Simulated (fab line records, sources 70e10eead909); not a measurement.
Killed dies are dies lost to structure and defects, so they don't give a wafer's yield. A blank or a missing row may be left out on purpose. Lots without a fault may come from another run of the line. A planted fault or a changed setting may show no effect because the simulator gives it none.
Chamber matching | flow nand_harc | NHARC_A_STAIRCASE_CMP_152 on cmp-02: 4 sister chambers
The step polishes. 7 wafers are shown with their chamber, then 7 later ones without.

WAFERS WITH THEIR CHAMBER
wafer  | chamber | motor_current_A (A) | edge_zone_pressure_frac
L080.6 | 0       | 10.9                | 0.994
L079.4 | 1       | 9.9                 | 1.007
L082.2 | 3       | 12.3                | 1.003
L082.5 | 1       | 10.3                | 0.998
L082.6 | 2       | 10.2                | 1.011
L085.2 | 3       | 11.3                | 1.000
L085.3 | 2       | 10.9                | 1.002

WAFERS WITHOUT THEIR CHAMBER
wafer  | motor_current_A (A) | edge_zone_pressure_frac
L085.5 | 10.5                | 1.004
L092.2 | 10.1                | 0.993
L092.3 | 10.4                | 0.998
L092.6 | 10.4                | 1.005
L094.1 | 11.0                | 0.998
L094.3 | 9.3                 | 1.007
L094.4 | 10.2                | 0.993

WHICH CHAMBER EACH WENT THROUGH
wafer  | from the rows above               | in truth
L085.5 | can't be placed: 2 or 1 or 0      | 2
L092.2 | can't be placed: 0 or 1 or 2      | 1
L092.3 | can't be placed: 1 or 0 or 2 or 3 | 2
L092.6 | can't be placed: 2 or 1 or 0      | 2
L094.1 | can't be placed: 0 or 3 or 2 or 1 | 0
L094.3 | can't be placed: 1 or 2           | 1
L094.4 | can't be placed: 0 or 1 or 2      | 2
Placed correctly: 0 of 7. Can't be placed from these rows: 7 (the true chamber is among the candidates in 7). Placed wrongly: 0.
How it was worked out, from the rows above alone: a wafer's distance from a chamber is the root of the sum, over the readings, of the square of ((its reading less the chamber's mean) divided by the reading's scatter). The wafer belongs to the nearest chamber; if the next one is less than 2 further off, it can't be placed. A chamber's mean is the mean of its shown wafers. The scatter: the root of (the sum of the squares of (reading less its chamber's mean) over the shown wafers, divided by (wafers less chambers)).
